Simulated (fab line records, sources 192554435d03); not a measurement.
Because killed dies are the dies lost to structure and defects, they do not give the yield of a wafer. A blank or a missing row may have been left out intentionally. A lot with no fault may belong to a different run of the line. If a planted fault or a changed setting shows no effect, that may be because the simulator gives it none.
Matching of chambers | flow n5 finfet | 4 sister chambers for N5_FIN_SAQP_ETCH_64 on rie si-04
The step etches SiO2 in CF4, target depth 1.5 nm. 18 wafers are shown with their chamber, then 9 later ones without.

## WAFERS PAIRED WITH THEIR CHAMBERS
wafer  | chamber | throttle valve pct (%) | drypump motor current A (A) | oes product au (a.u.)
L075.1 | 1       | 21.65                  | 5.93                        | 0.93
L075.3 | 0       | 21.94                  | 6.53                        | 1.02
L075.5 | 2       | 22.15                  | 5.97                        | 0.99
L076.1 | 0       | 21.92                  | 6.54                        | 1.01
L076.2 | 1       | 21.64                  | 5.91                        | 0.93
L076.3 | 3       | 21.86                  | 5.97                        | 1.03
L076.4 | 2       | 22.13                  | 5.99                        | 0.99
L076.5 | 2       | 22.12                  | 6.00                        | 0.99
L076.6 | 1       | 21.64                  | 5.94                        | 0.93
L079.1 | 0       | 21.91                  | 6.54                        | 1.02
L079.4 | 2       | 22.13                  | 5.97                        | 1.00
L079.6 | 0       | 21.92                  | 6.52                        | 1.03
L084.1 | 0       | 21.93                  | 6.54                        | 1.01
L084.2 | 2       | 22.12                  | 5.94                        | 0.98
L084.3 | 3       | 21.86                  | 6.01                        | 1.02
L084.4 | 1       | 21.65                  | 5.91                        | 0.94
L084.5 | 2       | 22.14                  | 5.95                        | 0.98
L084.6 | 3       | 21.88                  | 6.05                        | 1.01

SIGNATURES (means of the wafers above)
reading                 | chamber 0 | chamber 1 | chamber 2 | chamber 3 | scatter within a chamber
throttle valve pct      | 21.9240   | 21.6450   | 22.1317   | 21.8667   | 0.0106
drypump motor current A | 6.5340    | 5.9225    | 5.9700    | 6.0100    | 0.022
oes product au          | 1.0180    | 0.9325    | 0.9883    | 1.0200    | 0.00774
Rule: a wafer's distance from a chamber is the root of the sum, over the readings, of the square of ((its reading less the chamber's mean) divided by the reading's scatter). If the next closest chamber is less than 2 further off than the closest, the wafer can't be placed; otherwise it belongs to the closest. The scatter is the square root of a quotient: the sum, over the shown wafers, of each reading's squared deviation from its chamber's mean, divided by wafers minus chambers.

## WAFERS WHOSE CHAMBER IS MISSING
wafer  | throttle valve pct (%) | drypump motor current A (A) | oes product au (a.u.)
L085.1 | 21.87                  | 6.01                        | 1.02
L085.2 | 21.93                  | 6.53                        | 1.01
L085.3 | 22.14                  | 5.97                        | 0.98
L085.4 | 21.65                  | 5.90                        | 0.94
L085.5 | 21.87                  | 6.02                        | 1.01
L085.6 | 21.93                  | 6.53                        | 1.02
L086.1 | 21.64                  | 5.93                        | 0.94
L086.3 | 22.14                  | 5.96                        | 0.99
L086.4 | 21.86                  | 6.02                        | 1.02

## THE CHAMBER EACH PASSED THROUGH
wafer  | from the rows above | in truth
L085.1 | 3                   | 3
L085.2 | 0                   | 0
L085.3 | 2                   | 2
L085.4 | 1                   | 1
L085.5 | 3                   | 3
L085.6 | 0                   | 0
L086.1 | 1                   | 1
L086.3 | 2                   | 2
L086.4 | 3                   | 3
Placed correctly: 9 of 9. Left unplaced by these rows: 0. Number placed wrongly: 0.
